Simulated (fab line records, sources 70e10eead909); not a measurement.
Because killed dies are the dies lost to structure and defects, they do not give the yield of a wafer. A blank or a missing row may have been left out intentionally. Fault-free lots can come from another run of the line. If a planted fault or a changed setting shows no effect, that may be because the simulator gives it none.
Chamber matching ; flow nand-harc ; 4 sister chambers for NHARC_A_STAIRCASE_TRIM_220 on rie-diel-01
The step chemistry O2, time 211.2 s. 4 wafers are shown with their chamber, then 7 later ones without.

## WAFERS, EACH WITH ITS CHAMBER
wafer;chamber;drypump-motor-current-A (A)
L092.2;1;5.8
L092.6;0;6.6
L091.1;2;5.9
L091.2;3;5.5

## WAFERS WITH NO CHAMBER GIVEN
wafer;drypump-motor-current-A (A)
L091.3;6.6
L093.1;5.8
L093.3;6.6
L093.6;5.5
L096.1;5.7
L096.2;5.9
L096.6;5.9

## CHAMBER TAKEN BY EACH
wafer;from the rows above;in truth
L091.3;0;0
L093.1;1;1
L093.3;0;0
L093.6;3;3
L096.1;1;1
L096.2;2;2
L096.6;2;2
Correct placement for 7 of the 7. Number that these rows cannot place: 0. Wrongly placed: 0.
How it was worked out, from the rows above alone: a wafer's distance from a chamber is the root of the sum, over the readings, of the square of ((its reading less the chamber's mean) divided by the reading's scatter). If the next closest chamber is less than 2 further off than the closest, the wafer can't be placed; otherwise it belongs to the closest. The mean given for a chamber averages the wafers shown for that chamber. The scatter: with one shown wafer a chamber, the root of the mean of the squares of how far each hidden wafer lies from its nearest shown one.
